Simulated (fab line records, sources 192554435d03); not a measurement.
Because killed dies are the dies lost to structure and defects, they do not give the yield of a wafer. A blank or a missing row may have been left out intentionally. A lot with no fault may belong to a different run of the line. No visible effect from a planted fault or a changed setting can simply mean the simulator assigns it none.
A single fault, viewed from 2 desks | flow n5 finfet | each desk has only its own numbers; what lay behind them comes last

== AT THE TOOL OWNER'S DESK: implanter-02 ==
The tool's own readings at N5_WELL_APT_IMPLANT_32, given as means over the sampled wafers that have a number, one for each lot that went through this tool. Any lot whose mean is over 4 standard deviations away from the usual mean is out of limits and marked OUT; that distance is given in the brackets.
Columns: A = dose ions cm2 at N5_WELL_APT_IMPLANT_32, usual 1.9999e+13; B = end station pressure torr at N5_WELL_APT_IMPLANT_32, usual 5.22e-06 Torr; C = faraday current uA at N5_WELL_APT_IMPLANT_32, usual 253
lot  | first seen here | A                            | B        | C
L998 | day 1 15:32     | 1.9970e+13                   | 5.08e-06 | 253
L100 | day 2 04:12     | 5.9403e+12 (-99 or more) OUT | 4.79e-06 | 76 (-33) OUT
L103 | day 2 21:05     | 5.9627e+12 (-99 or more) OUT | 5.16e-06 | 74 (-33) OUT
L105 | day 3 09:29     | 5.9643e+12 (-99 or more) OUT | 5.11e-06 | 76 (-33) OUT
Finding of this desk: L100, L103, L105 out of limits; the first was L100 at day 2 04:12, on dose ions cm2 at N5_WELL_APT_IMPLANT_32. L998 stayed within limits.

== METROLOGY DESK ==
Means of the sampled wafers that have a number, per lot and without regard to the tool the lot ran on: this is what the gauges read. Any lot whose mean is over 4 standard deviations away from the usual mean is out of limits and marked OUT; that distance is given in the brackets. Of its 13 readings 7 are shown: the one that was out of limits first, and those that lie furthest out on some lot.
Columns: A = CJ_N at N5_BEOL_M4_RC_MEAS_101, usual 4.31; B = DIBL_N at N5_BEOL_M4_RC_MEAS_101, usual 36.5 mV/V; C = IOFF_N at N5_BEOL_M4_RC_MEAS_101, usual 0.162 nA/um; D = IOFF_N_85C at N5_BEOL_M4_RC_MEAS_101, usual 3.1 nA/um; E = ION_P at N5_BEOL_M4_RC_MEAS_101, usual 466 uA/um; F = RS_PWELL at N5_BEOL_M4_RC_MEAS_101, usual 3004 ohm/sq; G = SS_N at N5_BEOL_M4_RC_MEAS_101, usual 71.6 mV/dec
lot  | first seen here | A              | B    | C     | D   | E   | F               | G
L998 | day 8 15:39     | 4.37           | 37.5 | 0.161 | 3.1 | 467 | 3008            | 71.6
L100 | day 11 02:54    | 2.38 (-24) OUT | 39.1 | 0.217 | 4.1 | 463 | 3146 (+5.7) OUT | 73.6 (+4.3) OUT
L103 | day 11 11:06    | 2.27 (-26) OUT | 38.9 | 0.241 | 4.4 | 476 | 3123 (+4.7) OUT | 73.7 (+4.5) OUT
L105 | day 11 14:59    | 2.27 (-26) OUT | 39.6 | 0.234 | 4.3 | 459 | 3139 (+5.4) OUT | 73.5 (+4.2) OUT
L121 | day 16 07:24    | 4.31           | 39.2 | 0.192 | 3.6 | 466 | 2996            | 71.7
Per this desk, out of limits: L100, L103, L105; the first was L100, day 11 02:54 (CJ_N at N5_BEOL_M4_RC_MEAS_101). L998, L121 stayed within limits.

== PUT TOGETHER ==
The tool owner's desk could have raised an alarm at day 2 04:12, on L100, L103, L105.
An alarm was possible from the metrology desk at day 11 02:54, on L100, L103, L105.
The lots listed all ran N5_WELL_APT_IMPLANT_32 on implanter-02.

== WHAT HAD BEEN PUT IN BY THE SIMULATOR ==
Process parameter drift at N5_WELL_APT_IMPLANT_32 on implanter-02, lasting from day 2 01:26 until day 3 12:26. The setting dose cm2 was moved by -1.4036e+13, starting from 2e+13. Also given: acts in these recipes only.
Shown lots that were struck: L100, L103, L105.
Counting hours from when the fault started, the first reading out of limits came at 3 for the tool owner's desk and at 217 for the metrology desk.
